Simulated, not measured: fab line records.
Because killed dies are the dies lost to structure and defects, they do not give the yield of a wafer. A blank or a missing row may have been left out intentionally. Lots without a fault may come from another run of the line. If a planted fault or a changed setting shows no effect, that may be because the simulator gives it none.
Chamber matching :: flow n5-finfet :: N5_BEOL_M9_PECVD_70 on pecvd-04: 3 sister chambers
The step deposits SiO2 from TEOS/O2, target thk 20 nm, time 22.7 s. 14 wafers are shown with their chamber, then 7 later ones without.

## WAFERS, EACH WITH ITS CHAMBER
wafer: L074.1
chamber: 2
throttle-valve-pct (%): 21.0
showerhead-plenum-p-Torr (Torr): 8.76
heater-power-w (W): 823

wafer: L074.2
chamber: 1
throttle-valve-pct (%): 24.8
showerhead-plenum-p-Torr (Torr): 8.70
heater-power-w (W): 887

wafer: L074.3
chamber: 0
throttle-valve-pct (%): 24.9
showerhead-plenum-p-Torr (Torr): 8.78
heater-power-w (W): 1001

wafer: L081.4
chamber: 0
throttle-valve-pct (%): 24.9
showerhead-plenum-p-Torr (Torr): 8.78
heater-power-w (W): 1007

wafer: L081.5
chamber: 2
throttle-valve-pct (%): 21.0
showerhead-plenum-p-Torr (Torr): 8.78
heater-power-w (W): 755

wafer: L081.6
chamber: 1
throttle-valve-pct (%): 24.6
showerhead-plenum-p-Torr (Torr): 8.70
heater-power-w (W): 881

wafer: L085.1
chamber: 2
throttle-valve-pct (%): 21.1
showerhead-plenum-p-Torr (Torr): 8.77
heater-power-w (W): 730

wafer: L085.3
chamber: 1
throttle-valve-pct (%): 24.6
showerhead-plenum-p-Torr (Torr): 8.70
heater-power-w (W): 812

wafer: L085.5
chamber: 1
throttle-valve-pct (%): 24.5
showerhead-plenum-p-Torr (Torr): 8.69
heater-power-w (W): 835

wafer: L086.1
chamber: 1
throttle-valve-pct (%): 24.3
showerhead-plenum-p-Torr (Torr): 8.69
heater-power-w (W): 822

wafer: L086.3
chamber: 2
throttle-valve-pct (%): 21.0
showerhead-plenum-p-Torr (Torr): 8.78
heater-power-w (W): 730

wafer: L086.5
chamber: 0
throttle-valve-pct (%): 24.9
showerhead-plenum-p-Torr (Torr): 8.79
heater-power-w (W): 880

wafer: L087.2
chamber: 2
throttle-valve-pct (%): 21.2
showerhead-plenum-p-Torr (Torr): 8.76
heater-power-w (W): 813

wafer: L087.5
chamber: 1
throttle-valve-pct (%): 24.5
showerhead-plenum-p-Torr (Torr): 8.69
heater-power-w (W): 809

SIGNATURES (means of the wafers above)
reading: throttle-valve-pct
chamber 0: 24.900
chamber 1: 24.550
chamber 2: 21.060
scatter within a chamber: 0.123

reading: showerhead-plenum-p-Torr
chamber 0: 8.7833
chamber 1: 8.6950
chamber 2: 8.7700
scatter within a chamber: 0.00749

reading: heater-power-w
chamber 0: 962.67
chamber 1: 841.00
chamber 2: 770.20
scatter within a chamber: 47
Rule: for a wafer and a chamber, the distance is found by dividing, reading by reading, the gap between the wafer's reading and the chamber's mean by the reading's scatter, squaring, summing and taking the root. If the next closest chamber is less than 2 further off than the closest, the wafer can't be placed; otherwise it belongs to the closest. The scatter: take each reading less its chamber's mean, square it, sum over the shown wafers, divide by the number of wafers less the number of chambers, and take the root.

## WAFERS WITH NO CHAMBER GIVEN
wafer: L087.6
throttle-valve-pct (%): 24.8
showerhead-plenum-p-Torr (Torr): 8.76
heater-power-w (W): 963

wafer: L089.1
throttle-valve-pct (%): 25.1
showerhead-plenum-p-Torr (Torr): 8.79
heater-power-w (W): 837

wafer: L089.2
throttle-valve-pct (%): 21.2
showerhead-plenum-p-Torr (Torr): 8.77
heater-power-w (W): 877

wafer: L089.6
throttle-valve-pct (%): 25.0
showerhead-plenum-p-Torr (Torr): 8.80
heater-power-w (W): 873

wafer: L094.2
throttle-valve-pct (%): 24.9
showerhead-plenum-p-Torr (Torr): 8.80
heater-power-w (W): 992

wafer: L094.4
throttle-valve-pct (%): 25.3
showerhead-plenum-p-Torr (Torr): 8.79
heater-power-w (W): 1014

wafer: L094.6
throttle-valve-pct (%): 24.5
showerhead-plenum-p-Torr (Torr): 8.70
heater-power-w (W): 867

## WHICH CHAMBER EACH ONE RAN IN
wafer: L087.6
from the rows above: 0
in truth: 0

wafer: L089.1
from the rows above: 0
in truth: 0

wafer: L089.2
from the rows above: 2
in truth: 2

wafer: L089.6
from the rows above: 0
in truth: 0

wafer: L094.2
from the rows above: 0
in truth: 0

wafer: L094.4
from the rows above: 0
in truth: 0

wafer: L094.6
from the rows above: 1
in truth: 1
Correct placement for 7 of the 7. Number that these rows cannot place: 0. Number placed wrongly: 0.
